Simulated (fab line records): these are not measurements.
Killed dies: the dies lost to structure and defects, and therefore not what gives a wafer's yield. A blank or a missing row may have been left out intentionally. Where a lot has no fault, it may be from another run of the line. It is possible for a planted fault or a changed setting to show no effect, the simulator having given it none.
fab line records ; flow n5_finfet
record lots=5; wafers=15; last_day=18
route steps=1938 shown BEOL_M6@1243 BEOL_M7@1263 PASSIVATION@1936
lots untouched by any fault: they come from a run of this same line in which no faults occurred
start_h: hours from the record's first day to the start of the lot's first wafer shown ; wait_h: time in hours since the lot's previous step ; " repeats the value in the row above ; L1.1+2: a row that stands for several wafers ; - no value, or no start was given ; * or withheld: withheld ; < > ~ a bound
route shown NAME@n: names a module that has steps shown in the file, with the first one's number in the route ; usual: mean/standard deviation taken from wafers without a fault ; same: alike in all rows ; chamber/n: place in a boat ; sites: readings site by site ; _std_site: the values' standard deviation ; _edge_site: outer sites' mean less inner sites' ; radius_mm: for every site, how far away it sits from the centre of the wafer ; mask NAME#n: copy n ; behind: the tool/chamber that last shaped the wafer ; hold: why the lot went on hold/how many hours it stayed there/how the hold came to an end ; device: which transistor (n, p or np) failed to switch ; end of line: at the end of the route, the tests of the same wafers ; for a step that has no rows: nothing shown but its recipe ; killed: dies that structure and defects cost at the first sort, which is not the same as the wafer's yield ; map: shows each die of a wafer: x if killed, . if not, _ if none is there
set.NAME: the run value of the setting; set.NAME@STEP: its run value at that earlier step ; model.NAME: the simulator's own value behind a step, which no gauge read
lots at selected steps of the route; one table per step, one row per wafer
services: a tool's chamber out of use, with start hour (start_h, from the record's first day; less than 0 if before it), hours out, and reason
## steps
# step N5_BEOL_M6_HM_STRIP_39
# recipe chemistry=peroxide_tin_strip; material=TiN; target_depth_a=250; temp_c=50; time_s=158
# step N5_BEOL_M6_SRD_40
# recipe time_s=30; temp_c=23; rinse_liquid=diw; dry=ipa_marangoni
# step N5_BEOL_M6_PRECLEAN_42
# recipe chemistry=residue_remover; time_s=60; temp_c=40
# step N5_BEOL_M6_SRD_43
# recipe time_s=30; temp_c=23; rinse_liquid=diw; dry=ipa_marangoni
# step N5_BEOL_M6_CURE_75
# recipe temp_c=370; time_s=120; ambient=DMADMS/He; material=SiCOH_lowk
# step N5_BEOL_M6_DEGAS_44
# recipe ambient=vacuum; temp_c=250; time_s=60
# step N5_BEOL_M6_PRE_CLEAN_45
# recipe gas=H2/He; time_s=30; temp_c=250
# step N5_BEOL_M6_ALD_77
# recipe material=TaN; target_thk_a=20; temp_c=275; ald_precursor_family=PDMAT; ald_co_reactant=NH3; pressure_torr=3; carrier_flow_sccm=1500; pulse_time_s=2; purge_time_s=3; co_reactant_purge_time_s=2; co_reactant_pulse_time_s=3; ald_cycles=40; precursor_vessel_temp_c=75; precursor_vessel_pressure_torr=26.25; precursor_vessel_carrier_sccm=1000
# step N5_BEOL_M6_SURFACE_TREAT_79
# recipe gas=Ar; time_s=*; ion_energy_ev=*; ion_current_ma_cm2=0.5; pressure_mtorr=*; ar_flow_sccm=30
# step N5_BEOL_M6_CVD_78
# recipe material=Co; target_thk_a=20; temp_c=withheld; precursor=CCTBA/H2; pressure_torr=30; time_s=142.3
# step N5_BEOL_M6_SPUTTER_48
# recipe material=Cu; target_thk_a=100; temp_c=-20; bias_v=60; power_w=26000; chamber_pressure_pa=0.13; time_s=1.667
# step N5_BEOL_M6_ECD_50
# recipe material=Cu; target_thk_a=3000
lot.wafer;tool;chamber;start_h;wait_h
L306.2+4+6;ecd_cu-01;0;224.85;0.1
L305.1+4+5;ecd_cu-01;1,0,0;232.48;0.1
L309.1+2+6;ecd_cu-01;1,0,1;239.84;0.1
L318.3+4+5;ecd_cu-01;0,1,0;304.42;0.1
L323.2+4+6;ecd_cu-01;1,1,0;338.91;0.1
# step N5_BEOL_M6_ANNEAL_51
# recipe temp_c=225; time_s=90; ambient=N2
# step N5_BEOL_M6_CMP_52
# recipe stop_on=SiCOH_lowk; t_overpolish_s=6.9; down_force_psi=1; platen_rpm=50; clearing_platen_down_force_psi=1.5; clearing_platen_rpm=50; post_cmp_clean=cu_alkaline; target_thk_nm=80; clearing_platen_pad_velocity_m_s=0.99484; pad_velocity_m_s=0.99484
# step N5_BEOL_M6_PRE_CLEAN_55
# recipe gas=NH3; time_s=15; temp_c=withheld; rf_power_w=300
# step N5_BEOL_M6_DEP_56
# recipe material=SiCN; target_thk_a=100; temp_c=withheld; precursor=3MS/NH3; pressure_torr=3; rf_w=202; time_s=17.5
# step N5_BEOL_M7_ILD_DEP_00
# recipe material=SiCOH_lowk; target_thk_a=1797.5; temp_c=300; precursor=DEMS/porogen; pressure_torr=5; rf_w=500; time_s=33.4
# step N5_BEOL_M7_CURE_74
# recipe temp_c=385; time_s=240; ambient=He/Ar; material=SiCOH_lowk
# step N5_BEOL_M7_PECVD_70
# recipe material=SiO2; target_thk_a=200; temp_c=400; precursor=TEOS/O2; pressure_torr=5.5; rf_w=450; teos_flow_sccm=53.8; gas=O2; flow_sccm=3000; time_s=22.7
# step N5_BEOL_M7_HM_DEP_02
# recipe material=TiN; target_thk_a=200; temp_c=25; chamber_pressure_pa=0.49996
# step N5_BEOL_M7_COAT_59
# recipe resist=SOC; temp_c=250; time_s=60; spin_rpm=1500; resist_thk_nm=100
# step N5_BEOL_M7_COAT_60
# recipe resist=SiARC; temp_c=220; time_s=60; spin_rpm=1500; resist_thk_nm=35
# step N5_BEOL_M7_COAT_05
# recipe resist=CAR-ArF; spin_rpm=1500; resist_thk_nm=90
# step N5_BEOL_M7_EBR_07
# recipe solvent=PGMEA; ebr_width_mm=1.5
# step N5_BEOL_M7_SOFTBAKE_06
# recipe temp_c=110; time_s=60; resist=CAR-ArF
# step N5_BEOL_M7_EXPOSE_08
# recipe mask_id=M7; na=1.35; source_shape=dipole; sigma_inner=0.817; sigma_outer=0.97; polarization=te; dose_mj=68.25
# step N5_BEOL_M7_PEB_09
# recipe peb_temp_c=withheld; peb_time_s=60; resist=CAR-ArF
# step N5_BEOL_M7_DEVELOP_10
# recipe develop_time_s=30; developer=TMAH; resist=CAR-ArF; rinse_liquid=diw; dry=air_spin; dev_temp_c=23
# step N5_BEOL_M7_DESCUM_16
# recipe chemistry=O2; time_s=7.9; source_power_w=50; bias_power_w=20; pressure_mtorr=20; rf_frequency_hz=2.712e+07; temp_c=40; resist=CAR-ArF; o2_flow_sccm=225
# step N5_BEOL_M7_ETCH_61
# recipe chemistry=CF4; target=SiARC; target_depth_a=455; mask_material=CAR-ArF; time_s=75.8; ion_energy_ev=80; pressure_mtorr=40; source_w=545; bias_w=36; Ar_flow_sccm=100; cf4_flow_sccm=100; ends=cleared
# step N5_BEOL_M7_ETCH_62
# recipe chemistry=N2/H2; target=SOC; target_depth_a=1100; overetch_a=220; mask_material=SiARC; temp_c=40; time_s=165; ion_energy_ev=200; pressure_mtorr=30; source_w=840; bias_w=150; n2_flow_sccm=200; h2_flow_sccm=200
# step N5_BEOL_M7_STRIP_68
# recipe chemistry=N2/H2; temp_c=40; n2_flow_sccm=200; h2_flow_sccm=200; rf_frequency_hz=6e+07
# step N5_BEOL_M7_STRIP_67
# recipe chemistry=CF4; resist=SiARC; power_w=300; bias_power_w=75; pressure_mtorr=50; cf4_flow_sccm=150; rf_frequency_hz=6e+07
# step N5_BEOL_M7_HM_OPEN_17
# recipe chemistry=Cl2/BCl3; target_depth_a=200; overetch_a=60; target=TiN; mask_material=SOC; ion_energy_ev=150; pressure_mtorr=10; icp_w=1000; bias_w=126; Cl2_flow_sccm=53.25; bcl3_flow_sccm=21.75; Ar_flow_sccm=25
# step N5_PASSIVATION_PROBE_49
# usual defect_limited_yield=91.3/1.3; killed_at_M0_to_M3=35/9.3; killed_at_M4_up=14/5.2; killed_at_contacts=12/5.9; killed_at_front_end=38/11; killed_at_other=4/3.7; killed_dies=103/15; killed_on_rim=14/4; killed_open=67/12; killed_short=34/8; sort_bin_5_function=5.1/0.88; sort_bin_6_memory=3.3/0.65; sort_n_pass=1077/15; sort_yield_pct=91.3/1.3
# same gross_dies=1180; killed_at_back_side=0; sort_bin_4_leakage[%]=0; sort_bin_8_speed[%]=0
lot.wafer;tool;chamber;start_h;wait_h;defect_limited_yield[%];killed_at_M0_to_M3;killed_at_M4_up;killed_at_contacts;killed_at_front_end;killed_at_other;killed_dies;killed_on_rim;killed_open;killed_short;sort_bin_5_function[%];sort_bin_6_memory[%];sort_n_pass;sort_yield_pct[%]
L306.2;prober-02;-;315.47;0.1;62.9;40;338;16;42;2;438;59;79;34;23.0;12.6;742;62.9
L306.4;prober-02;-;315.57;0.2;62.7;41;357;15;27;0;440;56;63;29;23.4;11.4;740;62.7
L306.6;prober-02;-;315.67;0.3;64.7;26;354;12;25;0;417;58;65;21;22.8;10.3;763;64.7
L305.4;prober-01;-;328.62;0.2;63.0;36;348;5;44;4;437;54;59;37;22.5;11.8;743;63.0
L305.5;prober-01;-;328.67;0.2;64.3;26;353;6;34;2;421;55;39;34;22.8;10.9;759;64.3
L309.2;prober-01;-;332.21;0.1;66.1;38;334;2;24;2;400;57;48;26;20.3;11.6;780;66.1
# killed by level:class
L306.2 BEOL_M6:unspecified=324 MOL_CONTACT_COAG:geometric_particle:open=14 FIN_SAQP:geometric_particle:open=11 BEOL_M0_SAQP:geometric_particle:open=9 FIN_SAQP:geometric_particle:short=8 BEOL_M2:geometric_particle:open=8 BEOL_M0_SAQP:geometric_particle:short=6 STARTING-WAFER:geometric_particle:short=6
L306.4 BEOL_M6:unspecified=346 MOL_CONTACT_COAG:geometric_particle:open=10 BEOL_M0_SAQP:geometric_particle:short=9 BEOL_M2:geometric_particle:open=8 BEOL_M3:geometric_particle:open=6 FIN_SAQP:geometric_particle:open=5 STI_FIN_REVEAL:geometric_particle:open=5 DUMMY_GATE:geometric_particle:open=5
L306.6 BEOL_M6:unspecified=330 MOL_CONTACT_COAG:geometric_particle:open=9 BEOL_M4:geometric_particle:open=8 BEOL_M3:geometric_particle:open=7 FIN_SAQP:geometric_particle:open=6 BEOL_M0_SAQP:geometric_particle:short=6 BEOL_M5:geometric_particle:open=5 GATE_CUT:geometric_particle:open=4
L305.4 BEOL_M6:unspecified=339 BEOL_M3:geometric_particle:open=10 FIN_SAQP:geometric_particle:open=7 FIN_SAQP:geometric_particle:short=7 BEOL_M0_SAQP:geometric_particle:open=6 BEOL_M0:geometric_particle:open=6 MOL_CONTACT_COAG:geometric_particle:open=5 BEOL_M0_SAQP:geometric_particle:short=5
L305.5 BEOL_M6:unspecified=347 FIN_SAQP:geometric_particle:short=8 BEOL_M0_SAQP:geometric_particle:short=8 STARTING-WAFER:geometric_particle:short=6 BEOL_M0_SAQP:geometric_particle:open=5 BEOL_M3:geometric_particle:open=5 MOL_CONTACT_COAG:geometric_particle:open=4 BEOL_M0:geometric_particle:open=4
L309.2 BEOL_M6:unspecified=326 BEOL_M0_SAQP:geometric_particle:short=13 BEOL_M0_SAQP:geometric_particle:open=8 BEOL_M1:geometric_particle:open=6 BEOL_M3:geometric_particle:open=5 GATE_CUT:geometric_particle:open=5 BEOL_M4:geometric_particle:open=4 STI_FIN_REVEAL:geometric_particle:open=4
# map L305.4 (x killed, . not)
_________________.x.x........________________
______________.......x.x......xx_____________
___________xx...xxxx...x..x..xx..x.__________
__________.xxxx...x..x..xxxx...x...._________
________x.x.....xx.x.........x...x...._______
_______x.x.......x......xx.x.xx...xx.xx______
______.x..x.x..x...x..xxx........xx.xx.._____
_____.x...xxxx..xx.x..xxx.......xxx......____
____x.x..xxxx.xx.x.x.....xx...xxx....xxx..___
___xx.x.x....x...xxxx..xx...x.x.x.x.xx.....__
___x.x...x...xx..x.x.x....x...x..x.x.x....x__
__x...x.x....x.x..x..xx..........xx..xxxxx.._
__..x..xxx.x....x.....x........x.x.........._
_x.x.....xx.xxxx....xxx..x..x....x.x.x....x.x
_...x...x.x.x.x.xx...x..x..x..xx.......x.....
_x.x...x..xxx....x..x..xx.....x......xx....x.
_x..xxx.xx.x...xx.x...x.x.....x.x.x.xx.....x.
_.xx.xx.....x..x.x........xx..xx....xx....x..
_....x......xx...x.xx.xx...x....x.xx......xx.
_.x..xx...xx....x....xx...x.....xx..xx...x...
_.....xx.xxxx..xx.x..x......xx......xx.....x.
__xx....xx..xx.x.x....x.x....xxx.....xx...xx_
__x..xx..xxx...x..xx...xx.xxx.x..x....x...xx_
___xx.xx..xx..x.x..x.....xx.x..xx.xx.x.....__
___xxxxx.x.x..xx...x......xxx........xx...x__
____....x...xx..xx..xx..x..x...x...x.....x___
_____....xxx.x.....xx..xx.xx..x.x.xxxx.xx____
______...x...xx.xxxx...x...x.x.....xxx.x_____
_______.......xx.x...xxxx.xxx....xx....______
________.x....xx.x.x.x.x.xxx.x..x.xxx._______
__________.........xx.x..xxxx......x_________
___________..x..x.xxxxx....x..x....__________
______________.x.....x..xx.xxxx._____________
_________________..xxxx.x.x..________________
# map L306.4 (x killed, . not)
_________________.x.....xxxx.________________
______________xxx..x..x.xxx.x.x._____________
___________..xx......x.xxx.xx..x...__________
__________...xxx.x..x.xx...x.xxx...._________
________.......x..xxxx.xxxxx.x..x..x.._______
_______x.xxx....x..x....xx.......x..x..______
______.x.x.x..x.xxxx...x.xx..x.x.x......_____
_____..x.....x.x..x...x...xxxx..xx.x.xxxx____
____.....x.xxx..xxx...x.x...x.x.x.x.x.x...___
___.x..x.xxxx.....x.........x.....xxx......__
___xx...x..xxx..x....xx.....xx....xx..x.x..__
__.xx..xx.....xxx.x...xxx.x...xx.....x.xx..x_
__..xxx.xxx.x.xxxx....xx..xx...x..x..x...xxx_
_.xxx..xx..x...xx..x.x..x.x...xx.x...x..xx..x
_x.x.x.xx.x.x.x.x.x.x...xx.x.xxx..x....xx.x.x
_.x.x.x.xx.......x.x.x.xx.xxx..x.x...xxx.....
_.x.xxxxx.x......x..xxxx..x.........xx....x..
_..x....x......x.......xx..x.........xxx..x.x
_xxx.xx..xxxx.x.......x...x..x..x............
_x.x........x......x.....x.xx..x.x..x.xx.x..x
_x.....xx..x.xx......x.x....xxx..x......x....
__x..xx.x..x..x.xxxx..xxx......x..xx........_
__x.......x.xxx....x.......x..x.x....x..x..x_
___.xx.x......x.....xxx..x.....x.x...x.....__
___x..x...xx...x...xxxx..x.xx..x...x......x__
____......x.x.xxx.......xx..x...x..x..x...___
_____....xx..x.....xx.xxx..x.x..x.xx.x.xx____
______...x.xxxx.x.x...xxx..x.......x...._____
_______.xx..x....xxx.........x.xx.x.x..______
________.....x..xx.xxx..x..xx...xx.xx._______
__________x..x...xx............xx.x._________
___________xxxxxx...x.x..xxx...x..x__________
______________x.xx....x....xx..._____________
_________________..x.......x.________________
## services
tool;chamber;start_h;hours;kind
ecd_cu-01;-;255.95;1.8;repair
ecd_cu-01;-;316.42;5.9;pm
## key
first_sign step=N5_PASSIVATION_PROBE_49; reading=killed_at_M4_up; direction=up; sigmas=65; usual=14; struck=347
effect step=N5_PASSIVATION_PROBE_49; reading=killed_dies; direction=up; sigmas=21; usual=103; struck=426
more_kills_born_at N5_BEOL_M6_ECD_50@ecd_cu-01=2012
met_at N5_BEOL_M6_ECD_50
struck_wafers L305.4,L305.5,L306.2,L306.4,L306.6,L309.2
fault kind=chamber_particle_source; tool=ecd_cu-01; chamber=0; onset_h=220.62; steps=N5_BEOL_M6_ECD_50; rate_per_visit_cm2=0.64435; end_h=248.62
